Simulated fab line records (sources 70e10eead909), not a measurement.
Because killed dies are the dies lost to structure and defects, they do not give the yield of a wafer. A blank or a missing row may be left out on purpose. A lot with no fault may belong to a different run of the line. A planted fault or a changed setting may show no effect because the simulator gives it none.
Chamber matching | flow nand harc | 4 sister chambers for NHARC_P_M1_CMP_23 on cmp-01
The step polishes, t overpolish 20 s, target thk 157.82 nm. 8 wafers are shown with their chamber, then 9 later ones without.

## WAFERS PAIRED WITH THEIR CHAMBERS
wafer  | chamber | motor current A (A) | time to endpoint s (s)
L075.2 | 2       | 12.9                | 23
L080.3 | 0       | 11.6                | 32
L082.1 | 2       | 12.7                | 26
L082.4 | 1       | 14.5                | 30
L082.5 | 3       | 11.9                | 25
L088.1 | 3       | 11.5                | 25
L088.3 | 0       | 11.7                | 29
L088.4 | 1       | 13.8                | 34

## WAFERS MISSING THEIR CHAMBER
wafer  | motor current A (A) | time to endpoint s (s)
L089.1 | 10.9                | 24
L089.2 | 12.6                | 24
L089.3 | 11.6                | 28
L094.1 | 12.3                | 29
L094.4 | 13.8                | 33
L094.5 | 13.0                | 24
L095.1 | 13.9                | 34
L095.3 | 11.7                | 28
L095.4 | 11.6                | 24

## WHICH CHAMBER EACH WENT THROUGH
wafer  | from the rows above          | in truth
L089.1 | can't be placed: 3 or 0      | 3
L089.2 | 2                            | 2
L089.3 | can't be placed: 0 or 3      | 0
L094.1 | can't be placed: 0 or 2 or 3 | 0
L094.4 | 1                            | 1
L094.5 | 2                            | 2
L095.1 | 1                            | 1
L095.3 | can't be placed: 0 or 3      | 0
L095.4 | 3                            | 3
Correctly placed: 5 of 9. Can't be placed from these rows: 4 (the true chamber is among the candidates in 4). Number placed wrongly: 0.
How it was worked out, from the rows above alone: a wafer's distance from a chamber is the root of the sum, over the readings, of the square of ((its reading less the chamber's mean) divided by the reading's scatter). The wafer belongs to the nearest chamber; if the next one is less than 2 further off, it can't be placed. For every chamber, the mean is computed from those of its wafers that are shown. The scatter: take each reading less its chamber's mean, square it, sum over the shown wafers, divide by the number of wafers less the number of chambers, and take the root.
